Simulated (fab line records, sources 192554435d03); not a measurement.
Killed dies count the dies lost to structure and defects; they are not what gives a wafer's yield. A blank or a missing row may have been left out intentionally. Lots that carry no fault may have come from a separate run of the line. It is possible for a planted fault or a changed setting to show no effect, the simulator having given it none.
Split-lot study | flow n5_finfet | route with 1938 steps; 7 lots, 21 wafers read

## SPLIT DETAILS
At N5_MOL_CONTACT_COAG_ETCHBACK_135 (etches SiO2 in CHF3, target depth 25 nm, time 16.7 s), the setting time_s was moved away from the recipe's 16.7 s on 4 of the 21 wafers read, by -22.0% to +18.2%. All remaining wafers had this setting at the recipe value.

The reading is taken at the split's own step.

## THE READING
SOC_of_MOL_CONTACT_COAG_COAT_75.thk_nm (the simulator's own value, which no gauge read), in nm, at N5_MOL_CONTACT_COAG_ETCHBACK_135 (etches SiO2 in CHF3, target depth 25 nm, time 16.7 s). The file does not state a usual value for it. Across the 17 wafers here that went through the recipe, the average is 57.4 nm and the standard deviation 0.14 nm.

wafer  | tool, chamber at the split | time_s as run, s | against the recipe | SOC_of_MOL_CONTACT_COAG_COAT_75.thk_nm, nm | against lot-mates on the recipe
L074.3 | rie_diel-06, 2             | 18.81            | +12.6%             | 57.2                                       | -0.2
L074.5 | rie_diel-06, 3             | 18.81            | +12.6%             | 57                                         | -0.4
L074.6 | rie_diel-06, 2             | 16.7             | recipe             | 57.4                                       | -
L076.1 | rie_diel-02, 1             | 16.7             | recipe             | 57                                         | -
L076.4 | rie_diel-02, 0,2           | 16.7             | recipe             | 57.2                                       | -
L076.6 | rie_diel-02, 0,2           | 16.7             | recipe             | 57.2                                       | -
L079.1 | rie_diel-02, 1,0,3         | 16.7             | recipe             | 57.4                                       | -
L079.2 | rie_diel-02, 1,0,3         | 16.7             | recipe             | 57.4                                       | -
L079.6 | rie_diel-02, 1,0,3         | 16.7             | recipe             | 57.4                                       | -
L082.4 | rie_diel-05, 0,1           | 16.7             | recipe             | 57.4                                       | -
L082.5 | rie_diel-05, 0,1           | 16.7             | recipe             | 57.4                                       | -
L082.6 | rie_diel-05, 3             | 16.7             | recipe             | 57.6                                       | -
L085.4 | rie_diel-02, 3             | 13.02            | -22.0%             | 58                                         | +0.5
L085.5 | rie_diel-02, 1             | 16.7             | recipe             | 57.6                                       | -
L085.6 | rie_diel-02, 0             | 16.7             | recipe             | 57.4                                       | -
L087.1 | rie_diel-02, 1,0,3         | 16.7             | recipe             | 57.4                                       | -
L087.2 | rie_diel-02, 1,0,3         | 16.7             | recipe             | 57.4                                       | -
L087.4 | rie_diel-02, 1,0,3         | 16.7             | recipe             | 57.4                                       | -
L090.2 | rie_diel-05, 3             | 16.7             | recipe             | 57.4                                       | -
L090.5 | rie_diel-05, 0             | 16.7             | recipe             | 57.2                                       | -
L090.6 | rie_diel-05, 1             | 19.74            | +18.2%             | 56.8                                       | -0.5
When a row names more than one chamber, that row covers several wafers, and the file does not tell which wafer ran in which chamber.

THE FIT
A straight line over all 21 wafers: SOC_of_MOL_CONTACT_COAG_COAT_75.thk_nm changes by -0.0274 nm for each +1% of time_s; r = -0.83; the points scatter about the line by 0.14 nm.
The same after taking each lot's own level away (the mean of its wafers on the recipe; 21 wafers): -0.0243 nm for each +1%; r = -0.92; scatter 0.079 nm.
Per that fit: largest time_s move, reading shift of 0.54 nm.
From 57.13 to 57.50 nm: that is the span of the lots' own levels, equal to 2.6 times the standard deviation above.
Thus the slope moves with the lot-to-lot level: the two fits are different.
Check: with one of the wafers moved furthest among these (-22.0%) left out of the fit, the line predicts +0.567 nm for it against its lot-mates. It came out at +0.5 nm against them.

## THESE WAFERS: OTHER SPLITS
Before the reading, these wafers also passed through other splits. Each is held against what the fit with the lots' levels taken away leaves over:
other split on the same wafers               | wafers away from the commonest value | r with SOC_of_MOL_CONTACT_COAG_COAT_75.thk_nm (lot level and that fit taken away)
N5_MOL_CONTACT_COAG_EXPOSE_05 dose_mj        | 7                                    | -0.03
N5_MOL_CONTACT_COAG_CONTACT_ETCH_14 source_w | 9                                    | +0.05

## FILE'S OWN FIT
SOC_of_MOL_CONTACT_COAG_COAT_75.thk_nm changes by -0.0245 nm for each +1% of time_s, r = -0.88.
